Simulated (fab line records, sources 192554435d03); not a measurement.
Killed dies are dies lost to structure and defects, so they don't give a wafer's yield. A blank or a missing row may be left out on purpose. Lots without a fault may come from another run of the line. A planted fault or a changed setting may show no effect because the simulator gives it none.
Matching of chambers -- flow n5_finfet -- rie_diel-05 running N5_BEOL_M2_ETCHBACK_99: 4 sister chambers
The step etches SiO2 in CHF3, target depth 5 nm, time 10.4 s. 4 wafers are shown with their chamber, then 7 later ones without.

== WAFERS WITH THEIR CHAMBER ==
wafer,chamber,drypump_motor_current_A (A)
L089.5,2,4.8
L089.6,3,6.1
L091.2,0,5.9
L091.5,1,5.1

== WAFERS WITHOUT THEIR CHAMBER ==
wafer,drypump_motor_current_A (A)
L091.6,4.8
L094.2,4.8
L094.3,5.9
L094.5,4.8
L097.3,5.1
L097.4,4.9
L097.6,6.0

== WHICH CHAMBER EACH WENT THROUGH ==
wafer,from the rows above,in truth
L091.6,2,2
L094.2,2,2
L094.3,0,0
L094.5,2,2
L097.3,1,1
L097.4,can't be placed: 2 or 1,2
L097.6,can't be placed: 0 or 3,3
Correct placement for 5 of the 7. These rows do not allow placing 2 (true chamber among the candidates in 2). Number placed wrongly: 0.
How it was worked out, from the rows above alone: a wafer's distance from a chamber is the root of the sum, over the readings, of the square of ((its reading less the chamber's mean) divided by the reading's scatter). The wafer belongs to the nearest chamber; if the next one is less than 2 further off, it can't be placed. A chamber's mean is the mean of its shown wafers. The scatter: with one shown wafer a chamber, the root of the mean of the squares of how far each hidden wafer lies from its nearest shown one.
